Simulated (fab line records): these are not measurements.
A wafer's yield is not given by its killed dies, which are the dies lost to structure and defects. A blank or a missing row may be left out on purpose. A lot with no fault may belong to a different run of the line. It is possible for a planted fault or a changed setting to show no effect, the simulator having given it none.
Matching of chambers / flow n5-finfet / 4 sister chambers for N5_BEOL_M6_STRIP_19 on rie-diel-02
The step strips in O2. 8 wafers are shown with their chamber, then 11 later ones without.

## WAFERS, EACH WITH ITS CHAMBER
wafer=L084.2; chamber=0; showerhead-plenum-p-Torr (Torr)=1.99; throttle-valve-pct (%)=16.87
wafer=L088.2; chamber=1; showerhead-plenum-p-Torr (Torr)=2.23; throttle-valve-pct (%)=16.47
wafer=L088.3; chamber=2; showerhead-plenum-p-Torr (Torr)=2.18; throttle-valve-pct (%)=16.65
wafer=L088.5; chamber=1; showerhead-plenum-p-Torr (Torr)=2.23; throttle-valve-pct (%)=16.45
wafer=L095.2; chamber=3; showerhead-plenum-p-Torr (Torr)=2.11; throttle-valve-pct (%)=16.65
wafer=L095.5; chamber=3; showerhead-plenum-p-Torr (Torr)=2.11; throttle-valve-pct (%)=16.63
wafer=L095.6; chamber=2; showerhead-plenum-p-Torr (Torr)=2.18; throttle-valve-pct (%)=16.66
wafer=L094.3; chamber=0; showerhead-plenum-p-Torr (Torr)=1.98; throttle-valve-pct (%)=16.93

## WAFERS MISSING THEIR CHAMBER
wafer=L094.4; showerhead-plenum-p-Torr (Torr)=2.11; throttle-valve-pct (%)=16.65
wafer=L094.5; showerhead-plenum-p-Torr (Torr)=1.98; throttle-valve-pct (%)=16.92
wafer=L092.2; showerhead-plenum-p-Torr (Torr)=2.18; throttle-valve-pct (%)=16.67
wafer=L092.4; showerhead-plenum-p-Torr (Torr)=2.22; throttle-valve-pct (%)=16.47
wafer=L092.6; showerhead-plenum-p-Torr (Torr)=2.11; throttle-valve-pct (%)=16.64
wafer=L086.3; showerhead-plenum-p-Torr (Torr)=2.18; throttle-valve-pct (%)=16.68
wafer=L086.4; showerhead-plenum-p-Torr (Torr)=2.11; throttle-valve-pct (%)=16.65
wafer=L086.5; showerhead-plenum-p-Torr (Torr)=1.98; throttle-valve-pct (%)=16.95
wafer=L097.1; showerhead-plenum-p-Torr (Torr)=1.98; throttle-valve-pct (%)=16.94
wafer=L097.3; showerhead-plenum-p-Torr (Torr)=2.11; throttle-valve-pct (%)=16.68
wafer=L097.6; showerhead-plenum-p-Torr (Torr)=2.22; throttle-valve-pct (%)=16.50

## CHAMBER TAKEN BY EACH
wafer=L094.4; from the rows above=3; in truth=3
wafer=L094.5; from the rows above=0; in truth=0
wafer=L092.2; from the rows above=2; in truth=2
wafer=L092.4; from the rows above=1; in truth=1
wafer=L092.6; from the rows above=3; in truth=3
wafer=L086.3; from the rows above=2; in truth=2
wafer=L086.4; from the rows above=3; in truth=3
wafer=L086.5; from the rows above=0; in truth=0
wafer=L097.1; from the rows above=0; in truth=0
wafer=L097.3; from the rows above=3; in truth=3
wafer=L097.6; from the rows above=1; in truth=1
Placed correctly: 11 of 11. From these rows, 0 cannot be placed. Placed wrongly: 0.
How it was worked out, from the rows above alone: a wafer's distance from a chamber is the root of the sum, over the readings, of the square of ((its reading less the chamber's mean) divided by the reading's scatter). If the next closest chamber is less than 2 further off than the closest, the wafer can't be placed; otherwise it belongs to the closest. Each chamber's mean is taken over the wafers shown for it. How the scatter is found: for the shown wafers, subtract from each reading the mean of its chamber, square and add these, divide the total by (wafers less chambers), then take the root.
